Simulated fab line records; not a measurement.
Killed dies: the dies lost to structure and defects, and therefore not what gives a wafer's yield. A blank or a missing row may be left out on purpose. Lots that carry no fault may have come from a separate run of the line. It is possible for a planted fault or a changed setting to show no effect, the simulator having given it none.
Matching of chambers ; flow n5-finfet ; cvd-co-02 running N5_BEOL_M4_CO_CAP_55: 3 sister chambers
The step material Co, precursor CCTBA/H2, target thk 2 nm, time 102.1 s. 20 wafers are shown with their chamber, then 10 later ones without.

WAFERS, EACH WITH ITS CHAMBER
wafer;chamber;heater-power-w (W)
L074.1;1;217
L074.2;2;242
L074.3;0;221
L075.1;2;238
L075.3;1;221
L075.5;2;237
L083.2;2;239
L083.3;1;221
L083.6;1;221
L088.2;0;224
L088.3;2;239
L088.5;2;238
L087.2;1;222
L087.3;0;222
L087.5;1;219
L089.1;2;237
L089.2;1;220
L089.3;0;229
L090.1;1;222
L090.5;0;224

SIGNATURES (means of the wafers above)
reading;chamber 0;chamber 1;chamber 2;scatter within a chamber
heater-power-w;224.00;220.38;238.57;2.11
Rule: distance of a wafer from a chamber = root of the sum over the readings of ((wafer's reading minus chamber's mean) / reading's scatter) squared. If the next closest chamber is less than 2 further off than the closest, the wafer can't be placed; otherwise it belongs to the closest. The scatter is the square root of a quotient: the sum, over the shown wafers, of each reading's squared deviation from its chamber's mean, divided by wafers minus chambers.

WAFERS MISSING THEIR CHAMBER
wafer;heater-power-w (W)
L090.6;220
L094.2;242
L094.5;221
L094.6;222
L096.4;222
L096.5;238
L096.6;226
L097.1;226
L097.2;240
L097.6;220

WHICH CHAMBER EACH ONE RAN IN
wafer;from the rows above;in truth
L090.6;can't be placed: 1 or 0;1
L094.2;2;2
L094.5;can't be placed: 1 or 0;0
L094.6;can't be placed: 1 or 0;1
L096.4;can't be placed: 1 or 0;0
L096.5;2;2
L096.6;can't be placed: 0 or 1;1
L097.1;can't be placed: 0 or 1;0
L097.2;2;2
L097.6;can't be placed: 1 or 0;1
Placed correctly: 3 of 10. These rows do not allow placing 7 (true chamber among the candidates in 7). Number placed wrongly: 0.
